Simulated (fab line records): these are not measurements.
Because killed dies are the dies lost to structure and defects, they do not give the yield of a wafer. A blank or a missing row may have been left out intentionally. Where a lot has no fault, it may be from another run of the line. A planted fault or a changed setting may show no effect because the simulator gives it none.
Comparing a struck lot with a sound one | flow n5 finfet | 16 steps out of a route of 1938
Sound: wafers L187.1, L187.2, L187.3. Struck: wafer L210.4. The cause is given at the end.
Order at every step that has rows: each side's tool, ch and its chambers, its first start. Under that, the readings that differ: sound wafers | struck wafers | difference of the means | sigmas: that difference in standard deviations of wafers without a fault.
alike: readings with means less than 2 such deviations apart, plus words and numbers identical on both sides. not compared: withheld readings, readings lacking a value on some wafer, bounds such as >300 that could conceal the same value, and numbers that have no deviation in the record and whose values overlap.
A row with sigmas, a row that says differs or no value, or rows on one side alone: a step with any of these is where the two part. When numbers do not overlap yet have no deviation, they are printed without sigmas and do not part them. A reading that every wafer of one side lacks parts them only if that side has two wafers or more.

first, 8 steps without rows for these wafers: N5_BEOL_M2_COAT_68 (time 60 s, resist thk 12 nm); N5_BEOL_M2_COAT_76 (time 60 s, resist thk 5 nm); N5_BEOL_M2_COAT_22 (resist thk 30 nm); N5_BEOL_M2_EBR_24; N5_BEOL_M2_SOFTBAKE_23 (time 60 s); N5_BEOL_M2_EXPOSE_25 (exposes mask V1, defocus 5 nm); N5_BEOL_M2_PEB_26 (peb time 60 s); N5_BEOL_M2_DEVELOP_27 (develop time 30 s).
N5_BEOL_M2_CD_MEAS_28: target cd 26.2 nm, target cd y 24.1 nm.
  sound on cd sem-03 ch 0, day 6 11:57; struck on cd sem-02 ch 0, day 12 14:34
  reading    | sound             | struck | difference | sigmas
  cd nm (nm) | 26.07 25.89 26.51 | 25.49  | -0.67      | -3
N5_BEOL_M2_OVL_MEAS_29:
  sound on overlay-01 ch 0, day 6 11:59; struck on overlay-01 ch 0, day 12 14:37
  alike: V1_OVL
N5_BEOL_M2_INSPECT_30: inspects for defects (brightfield).
  struck on defect inspect-01, day 12 14:40; sound on defect inspect-02, day 6 12:02
  alike: raw defect count
N5_BEOL_M2_DESCUM_33: chemistry O2, time 7 s.
  sound on rie diel-03 ch 0,1,3, day 6 12:04; struck on rie diel-05 ch 3, day 12 14:41
  reading                | sound    | struck | difference | sigmas
  rf hours counter h (h) | 197 3 13 | 249    | +178       |
  alike: bias power w, chamber pressure mTorr, drypump motor current A, oes product au, rf vpp V, showerhead plenum p Torr, throttle valve pct
N5_BEOL_M2_ETCH_77: etches underlayer in N2/H2, target depth 6.5 nm, time 5.2 s.
  sound on rie diel-03 ch 0,1,3, day 6 12:07; struck on rie diel-05 ch 3, day 12 14:44
  reading                | sound          | struck | difference | sigmas
  etch rf on time s (s)  | 5.42 5.21 5.20 | 6.15   | +0.87      | +9
  oes product au (a.u.)  | 0.60 0.81 0.77 | 0.53   | -0.20      | -2
  rf hours counter h (h) | 197 3 13       | 249    | +178       |
  alike: chamber pressure mTorr, drypump motor current A, rf vpp V, showerhead plenum p Torr, throttle valve pct
N5_BEOL_M2_ETCH_69: etches SiARC in CF4, target depth 15.6 nm, time 26 s.
  sound on rie diel-03 ch 0,1,3, day 6 12:08; struck on rie diel-05 ch 3, day 12 14:45
  reading                | sound    | struck | difference | sigmas
  rf hours counter h (h) | 197 3 13 | 249    | +178       |
  alike: chamber pressure mTorr, drypump motor current A, etch rf on time s, oes product au, rf vpp V, showerhead plenum p Torr, throttle valve pct
-- record jumps: 2 days separate the struck wafers' starts on either side; left off in module BEOL_M2, taken up again in module BEOL_M4, whose first shown step is the route's number 1111 --
N5_BEOL_M4_RC_MEAS_101:
  sound on prober-02 ch 0, day 7 22:05; struck on prober-01 ch 0, day 14 23:31
  reading        | sound          | struck | difference | sigmas
  DIBL_N (mV/V)  | 35.4 34.7 36.0 | 40.1   | +4.7       | +3
  IOFF_P (nA/um) | 0.21 0.18 0.22 | 0.28   | +0.08      | +2
  SS_N (mV/dec)  | 71.1 71.2 71.1 | 72.6   | +1.5       | +2
  alike: DIBL_P, IOFF_N, ION_N, ION_P, SS_P, VT_N, VT_P
N5_PASSIVATION_PROBE_49:
  sound wafers here have rows in the record (prober-02, day 12 01:20); struck ones have none

== WHERE THEY PART ==
Last at N5_PASSIVATION_PROBE_49 as far as this record goes, first at N5_BEOL_M2_CD_MEAS_28.

WHY: what the simulator had put in
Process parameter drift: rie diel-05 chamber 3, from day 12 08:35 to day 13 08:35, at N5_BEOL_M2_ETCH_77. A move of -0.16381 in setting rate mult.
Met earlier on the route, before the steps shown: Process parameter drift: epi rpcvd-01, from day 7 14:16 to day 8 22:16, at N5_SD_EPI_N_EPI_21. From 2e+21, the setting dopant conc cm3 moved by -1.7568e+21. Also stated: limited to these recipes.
